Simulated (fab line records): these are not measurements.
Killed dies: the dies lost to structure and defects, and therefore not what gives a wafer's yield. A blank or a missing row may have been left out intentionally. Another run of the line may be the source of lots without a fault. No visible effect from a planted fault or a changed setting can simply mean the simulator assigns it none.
Which tool did it? || flow n5 finfet || 36 wafers from 12 lots sampled at 4 of the route's 1938 steps

== WHAT EACH GAUGE READ, for each wafer ==
The record holds no reading of a measuring or inspecting step that can be judged against a usual standard deviation.

== WHAT TOOL EACH LOT RAN ON (gives the tool, then ch and the chambers of the sampled wafers, and finally the start) ==
{"lot": "L508", "N5_BEOL_M2_HM_STRIP_39": "wet bench-01 ch 1,2,6, day 6 20:33", "N5_PASSIVATION_DEGAS_18": "pvd sputter-03, day 12 05:30", "N5_PASSIVATION_DESCUM_32": "rie diel-02 ch 0,3, day 12 06:14", "N5_PASSIVATION_PROBE_49": "-"}
{"lot": "L510", "N5_BEOL_M2_HM_STRIP_39": "wet bench-06 ch 0,1,2, day 7 10:44", "N5_PASSIVATION_DEGAS_18": "pvd sputter-01, day 13 00:34", "N5_PASSIVATION_DESCUM_32": "rie diel-02 ch 0,2,3, day 13 01:18", "N5_PASSIVATION_PROBE_49": "-"}
{"lot": "L511", "N5_BEOL_M2_HM_STRIP_39": "wet bench-06 ch 3,4,6, day 7 13:52", "N5_PASSIVATION_DEGAS_18": "pvd sputter-03, day 13 08:29", "N5_PASSIVATION_DESCUM_32": "rie diel-02 ch 1,2, day 13 09:14", "N5_PASSIVATION_PROBE_49": "-"}
{"lot": "L514", "N5_BEOL_M2_HM_STRIP_39": "wet bench-03 ch 1,2,6, day 8 06:06", "N5_PASSIVATION_DEGAS_18": "pvd sputter-03, day 13 15:41", "N5_PASSIVATION_DESCUM_32": "rie diel-02 ch 0,2,3, day 13 16:34", "N5_PASSIVATION_PROBE_49": "-"}
{"lot": "L515", "N5_BEOL_M2_HM_STRIP_39": "wet bench-01 ch 1,2,7, day 8 16:11", "N5_PASSIVATION_DEGAS_18": "pvd sputter-02, day 14 00:09", "N5_PASSIVATION_DESCUM_32": "rie diel-06 ch 0,1,2, day 14 00:56", "N5_PASSIVATION_PROBE_49": "-"}
{"lot": "L516", "N5_BEOL_M2_HM_STRIP_39": "wet bench-03 ch 1,6,7, day 9 02:41", "N5_PASSIVATION_DEGAS_18": "pvd sputter-03, day 14 07:42", "N5_PASSIVATION_DESCUM_32": "rie diel-05 ch 1,2,3, day 14 08:34", "N5_PASSIVATION_PROBE_49": "-"}
{"lot": "L517", "N5_BEOL_M2_HM_STRIP_39": "wet bench-06 ch 0,1,4, day 9 09:53", "N5_PASSIVATION_DEGAS_18": "pvd sputter-02, day 14 17:49", "N5_PASSIVATION_DESCUM_32": "rie diel-02 ch 0,2,3, day 14 18:44", "N5_PASSIVATION_PROBE_49": "-"}
{"lot": "L518", "N5_BEOL_M2_HM_STRIP_39": "wet bench-03 ch 1,5,7, day 9 17:56", "N5_PASSIVATION_DEGAS_18": "pvd sputter-02, day 15 01:17", "N5_PASSIVATION_DESCUM_32": "rie diel-02 ch 0,1,2, day 15 02:13", "N5_PASSIVATION_PROBE_49": "-"}
{"lot": "L519", "N5_BEOL_M2_HM_STRIP_39": "wet bench-01 ch 1,6,7, day 9 20:59", "N5_PASSIVATION_DEGAS_18": "pvd sputter-03, day 15 15:04", "N5_PASSIVATION_DESCUM_32": "rie diel-06 ch 0,3, day 15 16:05", "N5_PASSIVATION_PROBE_49": "-"}
{"lot": "L521", "N5_BEOL_M2_HM_STRIP_39": "wet bench-06 ch 2,6,7, day 10 04:14", "N5_PASSIVATION_DEGAS_18": "pvd sputter-01, day 15 21:55", "N5_PASSIVATION_DESCUM_32": "rie diel-06 ch 1,3, day 15 22:39", "N5_PASSIVATION_PROBE_49": "-"}
{"lot": "L527", "N5_BEOL_M2_HM_STRIP_39": "wet bench-06 ch 2,4,5, day 12 00:36", "N5_PASSIVATION_DEGAS_18": "pvd sputter-01, day 17 01:17", "N5_PASSIVATION_DESCUM_32": "rie diel-02 ch 1,2, day 17 02:01", "N5_PASSIVATION_PROBE_49": "prober-02, day 17 07:01"}
{"lot": "L531", "N5_BEOL_M2_HM_STRIP_39": "wet bench-06 ch 1,2,7, day 12 16:23", "N5_PASSIVATION_DEGAS_18": "pvd sputter-03, day 18 08:08", "N5_PASSIVATION_DESCUM_32": "rie diel-06 ch 0,1,2, day 18 08:52", "N5_PASSIVATION_PROBE_49": "prober-02, day 18 13:52"}
- N5_BEOL_M2_HM_STRIP_39: strips TiN in peroxide tin strip, target depth 25 nm, time 158 s.
- N5_PASSIVATION_DEGAS_18: time 60 s.
- N5_PASSIVATION_DESCUM_32: chemistry O2, time 7.9 s.
- N5_PASSIVATION_PROBE_49

== AS READ BY THE TOOLS THEMSELVES (means over the sampled wafers that have a number; for cases with no such wafer, the mark the record gives instead) ==
N5_PASSIVATION_DEGAS_18.
{"lot": "L508", "tool": "pvd sputter-03", "heater power w (W)": 422}
{"lot": "L510", "tool": "pvd sputter-01", "heater power w (W)": 424}
{"lot": "L511", "tool": "pvd sputter-03", "heater power w (W)": 416}
{"lot": "L514", "tool": "pvd sputter-03", "heater power w (W)": 431}
{"lot": "L515", "tool": "pvd sputter-02", "heater power w (W)": 455}
{"lot": "L516", "tool": "pvd sputter-03", "heater power w (W)": 436}
{"lot": "L517", "tool": "pvd sputter-02", "heater power w (W)": 462}
{"lot": "L518", "tool": "pvd sputter-02", "heater power w (W)": 449}
{"lot": "L519", "tool": "pvd sputter-03", "heater power w (W)": 419}
{"lot": "L521", "tool": "pvd sputter-01", "heater power w (W)": 408}
{"lot": "L527", "tool": "pvd sputter-01", "heater power w (W)": 467}
{"lot": "L531", "tool": "pvd sputter-03", "heater power w (W)": 439}

N5_PASSIVATION_DESCUM_32.
{"lot": "L508", "tool": "rie diel-02", "drypump motor current A (A)": 6.1, "oes product au (a.u.)": 0.79, "rf vpp V (V)": 242.6, "showerhead plenum p Torr (Torr)": 2.07, "throttle valve pct (%)": 20.22}
{"lot": "L510", "tool": "rie diel-02", "drypump motor current A (A)": 6.0, "oes product au (a.u.)": 0.77, "rf vpp V (V)": 243.5, "showerhead plenum p Torr (Torr)": 2.09, "throttle valve pct (%)": 20.29}
{"lot": "L511", "tool": "rie diel-02", "drypump motor current A (A)": 6.1, "oes product au (a.u.)": 0.72, "rf vpp V (V)": 244.3, "showerhead plenum p Torr (Torr)": 2.17, "throttle valve pct (%)": 20.40}
{"lot": "L514", "tool": "rie diel-02", "drypump motor current A (A)": 6.0, "oes product au (a.u.)": 0.77, "rf vpp V (V)": 242.9, "showerhead plenum p Torr (Torr)": 2.09, "throttle valve pct (%)": 20.30}
{"lot": "L515", "tool": "rie diel-06", "drypump motor current A (A)": 5.6, "oes product au (a.u.)": 0.82, "rf vpp V (V)": 243.1, "showerhead plenum p Torr (Torr)": 2.08, "throttle valve pct (%)": 20.70}
{"lot": "L516", "tool": "rie diel-05", "drypump motor current A (A)": 5.2, "oes product au (a.u.)": 0.75, "rf vpp V (V)": 243.8, "showerhead plenum p Torr (Torr)": 2.15, "throttle valve pct (%)": 20.52}
{"lot": "L517", "tool": "rie diel-02", "drypump motor current A (A)": 6.0, "oes product au (a.u.)": 0.75, "rf vpp V (V)": 242.4, "showerhead plenum p Torr (Torr)": 2.09, "throttle valve pct (%)": 20.31}
{"lot": "L518", "tool": "rie diel-02", "drypump motor current A (A)": 6.3, "oes product au (a.u.)": 0.71, "rf vpp V (V)": 242.5, "showerhead plenum p Torr (Torr)": 2.14, "throttle valve pct (%)": 20.36}
{"lot": "L519", "tool": "rie diel-06", "drypump motor current A (A)": 5.8, "oes product au (a.u.)": 0.85, "rf vpp V (V)": 243.2, "showerhead plenum p Torr (Torr)": 2.10, "throttle valve pct (%)": 20.48}
{"lot": "L521", "tool": "rie diel-06", "drypump motor current A (A)": 5.8, "oes product au (a.u.)": 0.83, "rf vpp V (V)": 244.5, "showerhead plenum p Torr (Torr)": 2.20, "throttle valve pct (%)": 20.53}
{"lot": "L527", "tool": "rie diel-02", "drypump motor current A (A)": 6.4, "oes product au (a.u.)": 0.82, "rf vpp V (V)": 244.3, "showerhead plenum p Torr (Torr)": 2.18, "throttle valve pct (%)": 20.24}
{"lot": "L531", "tool": "rie diel-06", "drypump motor current A (A)": 5.6, "oes product au (a.u.)": 0.86, "rf vpp V (V)": 244.2, "showerhead plenum p Torr (Torr)": 2.16, "throttle valve pct (%)": 20.61}

N5_PASSIVATION_PROBE_49.
{"lot": "L527", "tool": "prober-02", "defect limited yield (%)": 84.3, "killed_at_M0_to_M3": 127, "killed_at_M4_up": 7, "killed at contacts": 7, "killed at front end": 42, "killed at other": 3, "killed dies": 186, "killed on rim": 26, "killed open": 58, "killed short": 37, "sort_bin_5_function (%)": 9.7, "sort_bin_6_memory (%)": 4.0, "sort n pass": 994, "sort yield pct (%)": 84.3}
{"lot": "L531", "tool": "prober-02", "defect limited yield (%)": 85.9, "killed_at_M0_to_M3": 106, "killed_at_M4_up": 11, "killed at contacts": 15, "killed at front end": 33, "killed at other": 0, "killed dies": 166, "killed on rim": 26, "killed open": 59, "killed short": 25, "sort_bin_5_function (%)": 9.1, "sort_bin_6_memory (%)": 3.7, "sort n pass": 1014, "sort yield pct (%)": 85.9}

== THE ANSWER, worked out from the rows above alone ==
Rule: the usual values come from the lots themselves. The widest of any qualifying gaps counts: lots, ordered by their means at a reading, are off when they make up no more than a third of the lots, leave a main group of 4 or more, and stand apart from it by 3 or more times the standard deviation of that group's means. If all means in a main group match to the digits the tables above print for the reading, that group is not used. Also off: a lot with no number at a reading for which 4 or more lots have one. Where the step has rows for the other lots, those lots are counted as sound. First the gauges in route order, then the tools' own readings, where a lot's mean is used as printed above. At the first step where some lot is off, the reading lying furthest off is the one used; lots without a number count as furthest.
Nothing can be told from this: no lot is off at any reading shown.

== WHAT HAD BEEN PUT IN BY THE SIMULATOR ==
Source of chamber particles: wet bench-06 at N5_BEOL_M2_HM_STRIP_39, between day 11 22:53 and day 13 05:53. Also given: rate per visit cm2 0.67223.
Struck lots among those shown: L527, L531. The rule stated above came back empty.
